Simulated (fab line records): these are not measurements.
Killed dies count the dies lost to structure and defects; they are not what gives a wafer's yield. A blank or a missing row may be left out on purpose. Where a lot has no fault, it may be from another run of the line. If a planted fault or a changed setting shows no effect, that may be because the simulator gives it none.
A struck lot beside a sound one || flow nand_harc || 26 steps out of a route of 1159
Sound: wafers L894.1, L894.3, L894.4. The struck wafers were L902.4, L902.5, L902.6. At the end, the cause is stated.
Each step with rows lists, per side, the tool, then ch with its chambers, then its first start. Under that, the readings that differ: sound wafers || struck wafers || difference of the means || sigmas: that difference in standard deviations of wafers without a fault.
alike: readings whose means differ by less than 2 such deviations, and words and numbers that are the same on both sides. not compared: withheld readings, readings that some wafer has no value for, bounds like >300 that may hide the same value, and numbers for which the record gives no deviation and whose values overlap.
The two part at a step that has a row with sigmas, a row that says differs or no value, or rows on one side only. When numbers do not overlap yet have no deviation, they are printed without sigmas and do not part them. A reading that every wafer of one side lacks parts them only if that side has two wafers or more.

NHARC_P_ZERO_WELL_INSPECT_43:
  struck on defect_inspect-02, day 4 07:37; sound on defect_inspect-01, day 2 07:34
  alike: raw_defect_count
then, 11 steps without rows for these wafers: NHARC_P_STI_ETCH_26 (etches SiO2 in dHF, target depth 11 nm); NHARC_P_STI_PRECLEAN_27 (cleans in SC1); NHARC_P_STI_SRD_28; NHARC_P_STI_OXIDE_29 (material SiO2, target thk 10 nm, ox time 1362 s); NHARC_P_STI_HM_DEP_30 (deposits Si3N4, target thk 80 nm, time 873 s); NHARC_P_STI_DEHYDRATE_01 (time 120 s); NHARC_P_STI_HMDS_02 (time 30 s); NHARC_P_STI_COAT_41 (time 65 s); NHARC_P_STI_COAT_03 (resist thk 600 nm); NHARC_P_STI_SOFTBAKE_04 (time 70 s); NHARC_P_STI_EBR_05.
NHARC_P_STI_EXPOSE_06: exposes mask P STI, target cd 200 nm.
  sound on krf_scanner-02 ch 0, day 2 19:35; struck on krf_scanner-01 ch 0, day 5 01:01
{"reading": "mask", "sound": "P_STI#0 P_STI#0 P_STI#0", "struck": "P_STI_R1#0 P_STI_R1#0 P_STI_R1#0", "difference": "differs", "sigmas": ""}
then, 2 steps without rows for these wafers: NHARC_P_STI_PEB_07 (peb time 80 s); NHARC_P_STI_DEVELOP_08 (time 50 s).
NHARC_P_STI_CD_MEAS_09 targets a cd of 200 nm.
  sound on cd_sem-03 ch 0, day 2 19:45; struck on cd_sem-01 ch 0, day 5 01:10
{"reading": "cd_nm (nm)", "sound": "202.8 200.3 201.6", "struck": "219.9 218.4 218.1", "difference": "+17.2", "sigmas": "+6"}
NHARC_P_STI_OVL_MEAS_10:
  struck on overlay-02, day 5 01:14; sound on overlay-02, day 2 19:50
  alike: overlay_x_nm, overlay_y_nm
NHARC_P_STI_INSPECT_11:
  struck on defect_inspect-02, day 5 01:17; sound on defect_inspect-01, day 2 19:52
  alike: raw_defect_count
then, 1 step without rows for these wafers: NHARC_P_STI_HARDBAKE_13 (time 65 s).
NHARC_P_STI_DESCUM_14: chemistry O2, time 3 s.
  sound on rie_diel-09 ch 1,2,3, day 2 20:01; struck on rie_diel-05 ch 2,3, day 5 01:25
{"reading": "model.P_STI.cd_nm (nm)", "sound": "201.6 200.6 201.2", "struck": "220.6 218.8 218.2", "difference": "+18.1", "sigmas": ""}
  alike: drypump_motor_current_A, oes_product_au, rf_vpp_V, showerhead_plenum_p_Torr, throttle_valve_pct
  not compared: rf_hours_counter_h
NHARC_P_STI_ETCH_42: etches the open film in N2/H2, target depth 80 nm, overetch 24 nm, time 61 s.
  sound on rie_diel-09 ch 0,1,2, day 2 20:06; struck on rie_diel-05 ch 0,3, day 5 01:29
{"reading": "drypump_motor_current_A (A)", "sound": "5.78 6.11 6.30", "struck": "5.34 5.36 5.72", "difference": -0.59, "sigmas": -2}
{"reading": "throttle_valve_pct (%)", "sound": "14.167 14.173 14.156", "struck": "14.198 14.178 14.182", "difference": "+0.021", "sigmas": "+2"}
  alike: bias_w, oes_product_au, rf_vpp_V, showerhead_plenum_p_Torr
  not compared: rf_hours_counter_h
NHARC_P_STI_ETCH_31: etches the open film in CF4/CHF3, target depth 108.9 nm, time 54.5 s.
  sound: rie_diel-09 ch 1,2,3; struck: rie_diel-05 ch 0,1,3
{"reading": "oes_product_au (a.u.)", "sound": "0.962 1.006 0.995", "struck": "0.941 0.944 0.955", "difference": -0.041, "sigmas": -2}
  alike: bias_w, chf3_flow_sccm, drypump_motor_current_A, rf_vpp_V, showerhead_plenum_p_Torr, throttle_valve_pct
  not compared: rf_hours_counter_h
NHARC_P_STI_ETCH_15: etches the open film in HBr/Cl2, target depth 300 nm, time 100.1 s.
  sound on rie_si-06 ch 0,2,3, day 2 20:17; struck on rie_si-04 ch 0,3, day 5 01:41
{"reading": "model.P_STI.cd_nm (nm)", "sound": "203.6 201.4 197.6", "struck": "220.5 216.6 214.5", "difference": "+16.3", "sigmas": ""}
  alike: bias_w, drypump_motor_current_A, oes_product_au, throttle_valve_pct
  not compared: rf_hours_counter_h
NHARC_P_STI_CD_MEAS_16:
  struck on cd_sem-01, day 5 01:51; sound on cd_sem-03, day 2 20:26
{"reading": "cd_nm (nm)", "sound": "203.2 201.8 197.3", "struck": "220.5 216.5 214.4", "difference": "+16.4", "sigmas": "+5"}
NHARC_P_STI_OCD_MEAS_17:
  struck on ocd-01, day 5 01:56; sound on ocd-02, day 2 20:32
{"reading": "trench_foot_cd_nm (nm)", "sound": "159.3 158.4 159.7", "struck": "177.2 176.6 175.2", "difference": "+17.2", "sigmas": "+6"}
  alike: trench_depth_nm
then, 1 step without rows for these wafers: NHARC_P_STI_STRIP_19 (strips in SPM, time 900 s).

== WHERE THEY PART ==
Earliest at NHARC_P_STI_EXPOSE_06; latest, in this record, at NHARC_P_STI_OCD_MEAS_17.

WHY: what the simulator had put in
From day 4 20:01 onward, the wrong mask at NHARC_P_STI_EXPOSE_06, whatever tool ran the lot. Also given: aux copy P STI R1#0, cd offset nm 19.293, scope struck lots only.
